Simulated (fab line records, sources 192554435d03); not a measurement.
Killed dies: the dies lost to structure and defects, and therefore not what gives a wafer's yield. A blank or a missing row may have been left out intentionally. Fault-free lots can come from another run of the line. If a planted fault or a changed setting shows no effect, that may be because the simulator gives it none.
Which tool is to blame? :: flow n5 finfet :: 14 lots, 42 wafers sampled, at 5 steps of a route of 1938

WHAT THE GAUGES SHOWED, per wafer
N5_BEOL_M4_RC_MEAS_101. Usual: DIBL_N 36.7 mV/V, standard deviation 2.4; DIBL_P 37.4 mV/V, standard deviation 2.9; IOFF_N 0.18 nA/um, standard deviation 0.05; IOFF_P 0.23 nA/um, standard deviation 0.058; ION_N 683 uA/um, standard deviation 16; ION_P 467 uA/um, standard deviation 11; SS_N 71.7 mV/dec, standard deviation 0.77; SS_P 73.5 mV/dec, standard deviation 0.87; VT_N 249 mV, standard deviation 4.3; VT_P -250 mV, standard deviation 4.4.
lot: L301
measured: day 8 08:13
on: prober-02
DIBL_N (mV/V): 35.9 35.8 38.7
DIBL_P (mV/V): 34.4 36.3 38.9
IOFF_N (nA/um): 0.14 0.16 0.21
IOFF_P (nA/um): 0.17 0.21 0.25
ION_N (uA/um): 669 697 704
ION_P (uA/um): 455 481 479
SS_N (mV/dec): 71.1 71.3 71.7
SS_P (mV/dec): 72.3 73.1 74.3
VT_N (mV): 254 247 247
VT_P (mV): -253 -251 -248
flag: 

lot: L303
measured: day 8 13:13
on: prober-02
DIBL_N (mV/V): 44.2 35.3 38.9
DIBL_P (mV/V): 45.7 36.6 40.1
IOFF_N (nA/um): 0.35 0.15 0.20
IOFF_P (nA/um): 0.40 0.23 0.28
ION_N (uA/um): 696 685 669
ION_P (uA/um): 473 471 463
SS_N (mV/dec): 73.9 71.3 72.6
SS_P (mV/dec): 76.2 73.1 73.9
VT_N (mV): 242 251 247
VT_P (mV): -242 -250 -247
flag: 

lot: L305
measured: day 9 03:58
on: prober-01
DIBL_N (mV/V): 36.8 39.4 35.4
DIBL_P (mV/V): 38.4 42.4 37.2
IOFF_N (nA/um): 0.15 0.25 0.14
IOFF_P (nA/um): 0.23 0.32 0.21
ION_N (uA/um): 665 709 668
ION_P (uA/um): 467 489 464
SS_N (mV/dec): 71.2 73.4 71.2
SS_P (mV/dec): 74.1 74.4 74.1
VT_N (mV): 253 245 254
VT_P (mV): -250 -246 -254
flag: 

lot: L307
measured: day 9 10:56
on: prober-02
DIBL_N (mV/V): 32.5 34.6 34.8
DIBL_P (mV/V): 34.2 35.3 36.9
IOFF_N (nA/um): 0.14 0.14 0.16
IOFF_P (nA/um): 0.19 0.19 0.23
ION_N (uA/um): 686 671 694
ION_P (uA/um): 485 463 486
SS_N (mV/dec): 69.9 71.3 70.7
SS_P (mV/dec): 72.6 73.1 73.0
VT_N (mV): 249 252 247
VT_P (mV): -249 -250 -247
flag: 

lot: L308
measured: day 9 17:10
on: prober-01
DIBL_N (mV/V): 39.1 35.8 39.2
DIBL_P (mV/V): 37.9 35.5 39.8
IOFF_N (nA/um): 0.23 0.16 0.24
IOFF_P (nA/um): 0.31 0.25 0.35
ION_N (uA/um): 676 682 699
ION_P (uA/um): 473 475 477
SS_N (mV/dec): 73.1 71.4 71.8
SS_P (mV/dec): 73.8 73.0 74.4
VT_N (mV): 245 250 244
VT_P (mV): -244 -248 -241
flag: 

lot: L309
measured: day 10 00:06
on: prober-01
DIBL_N (mV/V): 38.4 38.5 37.4
DIBL_P (mV/V): 38.5 38.8 36.5
IOFF_N (nA/um): 0.19 0.21 0.18
IOFF_P (nA/um): 0.28 0.29 0.26
ION_N (uA/um): 692 703 680
ION_P (uA/um): 482 484 470
SS_N (mV/dec): 72.2 72.1 72.1
SS_P (mV/dec): 74.2 73.7 73.5
VT_N (mV): 249 245 245
VT_P (mV): -246 -246 -246
flag: 

lot: L310
measured: day 10 08:22
on: prober-01
DIBL_N (mV/V): 41.1 33.5 36.9
DIBL_P (mV/V): 42.0 33.5 37.0
IOFF_N (nA/um): 0.25 0.11 0.16
IOFF_P (nA/um): 0.24 0.13 0.17
ION_N (uA/um): 699 681 680
ION_P (uA/um): 458 466 450
SS_N (mV/dec): 73.2 70.7 72.0
SS_P (mV/dec): 74.5 72.6 73.5
VT_N (mV): 246 253 250
VT_P (mV): -251 -259 -256
flag: 

lot: L313
measured: day 11 04:23
on: prober-01
DIBL_N (mV/V): 39.9 40.1 38.0
DIBL_P (mV/V): 40.6 41.1 40.3
IOFF_N (nA/um): 0.24 0.24 0.19
IOFF_P (nA/um): 0.30 0.30 0.28
ION_N (uA/um): 686 701 673
ION_P (uA/um): 472 468 465
SS_N (mV/dec): 72.7 73.2 71.8
SS_P (mV/dec): 74.0 74.5 74.7
VT_N (mV): 245 249 247
VT_P (mV): -245 -246 -243
flag: 

lot: L314
measured: day 11 11:25
on: prober-02
DIBL_N (mV/V): 40.2 36.4 40.9
DIBL_P (mV/V): 40.8 36.5 42.7
IOFF_N (nA/um): 0.23 0.16 0.29
IOFF_P (nA/um): 0.29 0.22 0.33
ION_N (uA/um): 690 691 711
ION_P (uA/um): 473 476 480
SS_N (mV/dec): 73.1 71.3 72.8
SS_P (mV/dec): 74.3 72.9 74.5
VT_N (mV): 243 247 238
VT_P (mV): -246 -249 -242
flag: 

lot: L315
measured: day 11 11:47
on: prober-01
DIBL_N (mV/V): 35.1 35.5 36.0
DIBL_P (mV/V): 35.5 35.2 37.2
IOFF_N (nA/um): 0.17 0.16 0.18
IOFF_P (nA/um): 0.21 0.20 0.22
ION_N (uA/um): 667 662 672
ION_P (uA/um): 459 451 461
SS_N (mV/dec): 71.8 71.6 72.4
SS_P (mV/dec): 73.4 72.3 73.4
VT_N (mV): 250 251 250
VT_P (mV): -249 -251 -250
flag: 

lot: L319
measured: day 12 14:08
on: prober-01
DIBL_N (mV/V): 40.3 40.3 35.6
DIBL_P (mV/V): 42.7 41.8 37.4
IOFF_N (nA/um): 0.30 0.27 0.19
IOFF_P (nA/um): 0.37 0.34 0.24
ION_N (uA/um): 702 679 703
ION_P (uA/um): 484 466 483
SS_N (mV/dec): 73.1 73.4 71.7
SS_P (mV/dec): 74.9 76.0 72.8
VT_N (mV): 240 245 245
VT_P (mV): -243 -246 -247
flag: 

lot: L320
measured: day 12 21:37
on: prober-01
DIBL_N (mV/V): 37.9 34.5 35.7
DIBL_P (mV/V): 40.9 35.3 38.1
IOFF_N (nA/um): 0.19 0.13 0.16
IOFF_P (nA/um): 0.23 0.15 0.19
ION_N (uA/um): 669 664 666
ION_P (uA/um): 459 449 449
SS_N (mV/dec): 72.2 71.4 71.5
SS_P (mV/dec): 73.8 72.8 73.4
VT_N (mV): 248 251 247
VT_P (mV): -251 -256 -254
flag: 

lot: L321
measured: day 13 07:21
on: prober-01
DIBL_N (mV/V): 35.4 38.2 33.6
DIBL_P (mV/V): 36.6 38.8 34.3
IOFF_N (nA/um): 0.16 0.25 0.14
IOFF_P (nA/um): 0.17 0.22 0.14
ION_N (uA/um): 683 703 693
ION_P (uA/um): 459 463 455
SS_N (mV/dec): 71.9 72.9 71.1
SS_P (mV/dec): 72.5 73.6 72.7
VT_N (mV): 251 242 249
VT_P (mV): -256 -252 -259
flag: 

lot: L323
measured: day 13 12:54
on: prober-02
DIBL_N (mV/V): 36.6 37.9 37.5
DIBL_P (mV/V): 38.0 38.7 39.5
IOFF_N (nA/um): 0.18 0.18 0.22
IOFF_P (nA/um): 0.20 0.21 0.24
ION_N (uA/um): 698 673 697
ION_P (uA/um): 473 456 466
SS_N (mV/dec): 71.7 71.9 72.2
SS_P (mV/dec): 73.0 73.6 73.6
VT_N (mV): 247 249 243
VT_P (mV): -252 -252 -249
flag: 

EACH LOT AND THE TOOL THAT RAN IT (in order: tool; ch and the chambers of the sampled wafers; start)
lot: L301
N5_BEOL_M0_HM_OPEN_105: rie metal-01 ch 0,1, day 6 08:16
N5_BEOL_M0_STRIP_139: wet bench-04 ch 1,2,4, day 6 09:07
N5_BEOL_M0_PRE_CLEAN_113: pvd sputter-01, day 6 09:13
N5_BEOL_M0_ANNEAL_117: pvd sputter-02, day 6 09:52

lot: L303
N5_BEOL_M0_HM_OPEN_105: rie metal-03 ch 0,1, day 6 16:41
N5_BEOL_M0_STRIP_139: wet bench-02 ch 2,3,6, day 6 17:22
N5_BEOL_M0_PRE_CLEAN_113: pvd sputter-01, day 6 17:35
N5_BEOL_M0_ANNEAL_117: pvd sputter-03, day 6 19:50

lot: L305
N5_BEOL_M0_HM_OPEN_105: rie metal-01 ch 0,1, day 6 23:19
N5_BEOL_M0_STRIP_139: wet bench-04 ch 1,3,5, day 7 01:39
N5_BEOL_M0_PRE_CLEAN_113: pvd sputter-02, day 7 02:43
N5_BEOL_M0_ANNEAL_117: pvd sputter-02, day 7 03:28

lot: L307
N5_BEOL_M0_HM_OPEN_105: rie metal-01 ch 0,1, day 7 11:38
N5_BEOL_M0_STRIP_139: wet bench-04 ch 1,4,7, day 7 12:58
N5_BEOL_M0_PRE_CLEAN_113: pvd sputter-03, day 7 15:14
N5_BEOL_M0_ANNEAL_117: pvd sputter-03, day 7 16:22

lot: L308
N5_BEOL_M0_HM_OPEN_105: rie metal-01 ch 0,1, day 7 19:32
N5_BEOL_M0_STRIP_139: wet bench-02 ch 4,5,6, day 7 20:24
N5_BEOL_M0_PRE_CLEAN_113: pvd sputter-02, day 7 21:12
N5_BEOL_M0_ANNEAL_117: pvd sputter-01, day 7 21:45

lot: L309
N5_BEOL_M0_HM_OPEN_105: rie metal-03 ch 0,1, day 8 00:45
N5_BEOL_M0_STRIP_139: wet bench-03 ch 0,1,5, day 8 01:56
N5_BEOL_M0_PRE_CLEAN_113: pvd sputter-02, day 8 02:02
N5_BEOL_M0_ANNEAL_117: pvd sputter-03, day 8 03:16

lot: L310
N5_BEOL_M0_HM_OPEN_105: rie metal-02 ch 0, day 8 08:04
N5_BEOL_M0_STRIP_139: wet bench-04 ch 3,4,6, day 8 09:08
N5_BEOL_M0_PRE_CLEAN_113: pvd sputter-02, day 8 09:28
N5_BEOL_M0_ANNEAL_117: pvd sputter-01, day 8 10:28

lot: L313
N5_BEOL_M0_HM_OPEN_105: rie metal-02 ch 0, day 9 00:49
N5_BEOL_M0_STRIP_139: wet bench-04 ch 1,2,6, day 9 03:38
N5_BEOL_M0_PRE_CLEAN_113: pvd sputter-01, day 9 04:01
N5_BEOL_M0_ANNEAL_117: pvd sputter-02, day 9 04:52

lot: L314
N5_BEOL_M0_HM_OPEN_105: rie metal-01 ch 0,1, day 9 07:32
N5_BEOL_M0_STRIP_139: wet bench-03 ch 0,2,3, day 9 10:24
N5_BEOL_M0_PRE_CLEAN_113: pvd sputter-03, day 9 11:26
N5_BEOL_M0_ANNEAL_117: pvd sputter-03, day 9 12:01

lot: L315
N5_BEOL_M0_HM_OPEN_105: rie metal-03 ch 0,1, day 9 16:08
N5_BEOL_M0_STRIP_139: wet bench-03 ch 0,3,7, day 9 17:46
N5_BEOL_M0_PRE_CLEAN_113: pvd sputter-03, day 9 18:25
N5_BEOL_M0_ANNEAL_117: pvd sputter-03, day 9 19:03

lot: L319
N5_BEOL_M0_HM_OPEN_105: rie metal-02 ch 0,1, day 10 12:02
N5_BEOL_M0_STRIP_139: wet bench-02 ch 0,1,5, day 10 13:29
N5_BEOL_M0_PRE_CLEAN_113: pvd sputter-03, day 10 14:43
N5_BEOL_M0_ANNEAL_117: pvd sputter-01, day 10 15:26

lot: L320
N5_BEOL_M0_HM_OPEN_105: rie metal-01 ch 0,1, day 11 02:47
N5_BEOL_M0_STRIP_139: wet bench-02 ch 3,4,7, day 11 04:45
N5_BEOL_M0_PRE_CLEAN_113: pvd sputter-02, day 11 04:52
N5_BEOL_M0_ANNEAL_117: pvd sputter-01, day 11 06:50

lot: L321
N5_BEOL_M0_HM_OPEN_105: rie metal-03 ch 0,1, day 11 03:02
N5_BEOL_M0_STRIP_139: wet bench-02 ch 2,3,4, day 11 04:47
N5_BEOL_M0_PRE_CLEAN_113: pvd sputter-02, day 11 04:59
N5_BEOL_M0_ANNEAL_117: pvd sputter-03, day 11 06:56

lot: L323
N5_BEOL_M0_HM_OPEN_105: rie metal-03 ch 0,1, day 11 14:04
N5_BEOL_M0_STRIP_139: wet bench-03 ch 0,3,7, day 11 14:52
N5_BEOL_M0_PRE_CLEAN_113: pvd sputter-02, day 11 15:19
N5_BEOL_M0_ANNEAL_117: pvd sputter-03, day 11 16:26
- N5_BEOL_M0_HM_OPEN_105: chemistry Cl2/BCl3, target TiN, target depth 12 nm.
- N5_BEOL_M0_STRIP_139: strips in post etch residue remover, time 60 s.
- N5_BEOL_M0_PRE_CLEAN_113: time 30 s.
- N5_BEOL_M0_ANNEAL_117: time 60 s.

WHAT THE TOOLS THEMSELVES READ (means of the sampled wafers that have a number; where no wafer has one, the mark that the record gives instead)
N5_BEOL_M0_HM_OPEN_105. Usual: bcl3 flow sccm 21.76 sccm, standard deviation 0.07; drypump motor current A 5.7 A, standard deviation 0.53; oes product au 0.76 a.u., standard deviation 0.086; throttle valve pct 22.09 %, standard deviation 0.1.
lot: L301
tool: rie metal-01
bcl3 flow sccm (sccm): 21.80
drypump motor current A (A): 5.4
oes product au (a.u.): 0.78
throttle valve pct (%): 22.07
flag: 

lot: L303
tool: rie metal-03
bcl3 flow sccm (sccm): 21.72
drypump motor current A (A): 6.1
oes product au (a.u.): 0.80
throttle valve pct (%): 22.08
flag: 

lot: L305
tool: rie metal-01
bcl3 flow sccm (sccm): 21.76
drypump motor current A (A): 5.4
oes product au (a.u.): 0.77
throttle valve pct (%): 22.08
flag: 

lot: L307
tool: rie metal-01
bcl3 flow sccm (sccm): 21.74
drypump motor current A (A): 5.4
oes product au (a.u.): 0.77
throttle valve pct (%): 22.08
flag: 

lot: L308
tool: rie metal-01
bcl3 flow sccm (sccm): 21.67
drypump motor current A (A): 5.4
oes product au (a.u.): 0.76
throttle valve pct (%): 22.09
flag: 

lot: L309
tool: rie metal-03
bcl3 flow sccm (sccm): 21.86
drypump motor current A (A): 6.1
oes product au (a.u.): 0.79
throttle valve pct (%): 22.08
flag: 

lot: L310
tool: rie metal-02
bcl3 flow sccm (sccm): 21.81
drypump motor current A (A): 5.5
oes product au (a.u.): 0.64
throttle valve pct (%): 22.03
flag: 

lot: L313
tool: rie metal-02
bcl3 flow sccm (sccm): 21.74
drypump motor current A (A): 5.5
oes product au (a.u.): 0.64
throttle valve pct (%): 22.03
flag: 

lot: L314
tool: rie metal-01
bcl3 flow sccm (sccm): 21.76
drypump motor current A (A): 5.5
oes product au (a.u.): 0.70
throttle valve pct (%): 22.08
flag: 

lot: L315
tool: rie metal-03
bcl3 flow sccm (sccm): 21.73
drypump motor current A (A): 5.7
oes product au (a.u.): 0.78
throttle valve pct (%): 22.03
flag: 

lot: L319
tool: rie metal-02
bcl3 flow sccm (sccm): 21.72
drypump motor current A (A): 6.1
oes product au (a.u.): 0.80
throttle valve pct (%): 22.22
flag: 

lot: L320
tool: rie metal-01
bcl3 flow sccm (sccm): 21.80
drypump motor current A (A): 5.4
oes product au (a.u.): 0.75
throttle valve pct (%): 22.12
flag: 

lot: L321
tool: rie metal-03
bcl3 flow sccm (sccm): 21.78
drypump motor current A (A): 6.1
oes product au (a.u.): 0.77
throttle valve pct (%): 22.10
flag: 

lot: L323
tool: rie metal-03
bcl3 flow sccm (sccm): 21.71
drypump motor current A (A): 6.1
oes product au (a.u.): 0.76
throttle valve pct (%): 22.11
flag: 

N5_BEOL_M0_STRIP_139. Usual: run length s 67.4 s, standard deviation 2.5; temp c 25.01 C, standard deviation 0.12.
lot: L301
tool: wet bench-04
run length s (s): 66.6
temp c (C): 25.04
flag: 

lot: L303
tool: wet bench-02
run length s (s): 66.1
temp c (C): 24.91
flag: 

lot: L305
tool: wet bench-04
run length s (s): 66.0
temp c (C): 24.98
flag: 

lot: L307
tool: wet bench-04
run length s (s): 66.0
temp c (C): 25.00
flag: 

lot: L308
tool: wet bench-02
run length s (s): 67.1
temp c (C): 24.96
flag: 

lot: L309
tool: wet bench-03
run length s (s): 72.6
temp c (C): 25.02
flag: 

lot: L310
tool: wet bench-04
run length s (s): 66.8
temp c (C): 25.08
flag: 

lot: L313
tool: wet bench-04
run length s (s): 66.8
temp c (C): 25.11
flag: 

lot: L314
tool: wet bench-03
run length s (s): 66.7
temp c (C): 24.92
flag: 

lot: L315
tool: wet bench-03
run length s (s): 65.8
temp c (C): 24.99
flag: 

lot: L319
tool: wet bench-02
run length s (s): 66.4
temp c (C): 24.92
flag: 

lot: L320
tool: wet bench-02
run length s (s): -
temp c (C): -
flag: OFF

lot: L321
tool: wet bench-02
run length s (s): -
temp c (C): -
flag: OFF

lot: L323
tool: wet bench-03
run length s (s): 65.6
temp c (C): 24.96
flag: 

N5_BEOL_M0_PRE_CLEAN_113. Usual: heater power w 325 W, standard deviation 45; susceptor temp C 249.97 C, standard deviation 0.18.
lot: L301
tool: pvd sputter-01
heater power w (W): 323
susceptor temp C (C): 250.17
flag: 

lot: L303
tool: pvd sputter-01
heater power w (W): 334
susceptor temp C (C): 249.87
flag: 

lot: L305
tool: pvd sputter-02
heater power w (W): 304
susceptor temp C (C): 250.02
flag: 

lot: L307
tool: pvd sputter-03
heater power w (W): 353
susceptor temp C (C): 250.08
flag: 

lot: L308
tool: pvd sputter-02
heater power w (W): 282
susceptor temp C (C): 249.83
flag: 

lot: L309
tool: pvd sputter-02
heater power w (W): 290
susceptor temp C (C): 249.99
flag: 

lot: L310
tool: pvd sputter-02
heater power w (W): 338
susceptor temp C (C): 249.78
flag: 

lot: L313
tool: pvd sputter-01
heater power w (W): 339
susceptor temp C (C): 249.90
flag: 

lot: L314
tool: pvd sputter-03
heater power w (W): 388
susceptor temp C (C): 250.00
flag: 

lot: L315
tool: pvd sputter-03
heater power w (W): 345
susceptor temp C (C): 249.90
flag: 

lot: L319
tool: pvd sputter-03
heater power w (W): 344
susceptor temp C (C): 249.93
flag: 

lot: L320
tool: pvd sputter-02
heater power w (W): 281
susceptor temp C (C): 249.88
flag: 

lot: L321
tool: pvd sputter-02
heater power w (W): 307
susceptor temp C (C): 249.98
flag: 

lot: L323
tool: pvd sputter-02
heater power w (W): 284
susceptor temp C (C): 250.03
flag: 

N5_BEOL_M0_ANNEAL_117. Usual: heater power w 815 W, standard deviation 110; susceptor temp C 400.00 C, standard deviation 0.25.
lot: L301
tool: pvd sputter-02
heater power w (W): 772
susceptor temp C (C): 399.94
flag: 

lot: L303
tool: pvd sputter-03
heater power w (W): 892
susceptor temp C (C): 400.16
flag: 

lot: L305
tool: pvd sputter-02
heater power w (W): 837
susceptor temp C (C): 400.13
flag: 

lot: L307
tool: pvd sputter-03
heater power w (W): 926
susceptor temp C (C): 400.07
flag: 

lot: L308
tool: pvd sputter-01
heater power w (W): 831
susceptor temp C (C): 399.90
flag: 

lot: L309
tool: pvd sputter-03
heater power w (W): 914
susceptor temp C (C): 399.87
flag: 

lot: L310
tool: pvd sputter-01
heater power w (W): 836
susceptor temp C (C): 400.33
flag: 

lot: L313
tool: pvd sputter-02
heater power w (W): 766
susceptor temp C (C): 400.12
flag: 

lot: L314
tool: pvd sputter-03
heater power w (W): 872
susceptor temp C (C): 400.08
flag: 

lot: L315
tool: pvd sputter-03
heater power w (W): 894
susceptor temp C (C): 400.10
flag: 

lot: L319
tool: pvd sputter-01
heater power w (W): 745
susceptor temp C (C): 400.26
flag: 

lot: L320
tool: pvd sputter-01
heater power w (W): 787
susceptor temp C (C): 399.75
flag: 

lot: L321
tool: pvd sputter-03
heater power w (W): 849
susceptor temp C (C): 399.99
flag: 

lot: L323
tool: pvd sputter-03
heater power w (W): 862
susceptor temp C (C): 399.97
flag: 

THE ANSWER, worked out from the rows above alone
Rule: a lot counts as off when the mean over its wafers that have a number is more than 3 standard deviations away from the usual mean. Also off: a lot with no number at a reading for which 4 or more lots have one. Any other lot the step has rows for is counted as sound. Order of review: gauges by route order, followed by the tools' own readings, for which a lot's mean as printed above is used. The first step at which some lot is off is used, and at that step the reading that is off furthest; a lot without a number counts as furthest.
Off: L320, L321 (N5_BEOL_M0_STRIP_139, run length s). Without a number there: L320, L321.
If a tool, at that step or one of the process steps before it, ran each lot that is off and ran no sound lot following the first of them, it fits. One fits: wet bench-02 at N5_BEOL_M0_STRIP_139. Its last sound lot is L319 (day 10 13:29), its first lot that is off L320 (day 11 04:45): a fault that began between those two fits.
Blank at N5_BEOL_M0_STRIP_139 on the lots that are off, where sound lots have numbers: run length s, temp c.

WHAT THE SIMULATOR HAD PUT IN
Step skipped in full: wet bench-02, at N5_BEOL_M0_STRIP_139, from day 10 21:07 onward. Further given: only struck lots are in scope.
Lots struck among those shown: L320, L321. The same result came from the rule above.
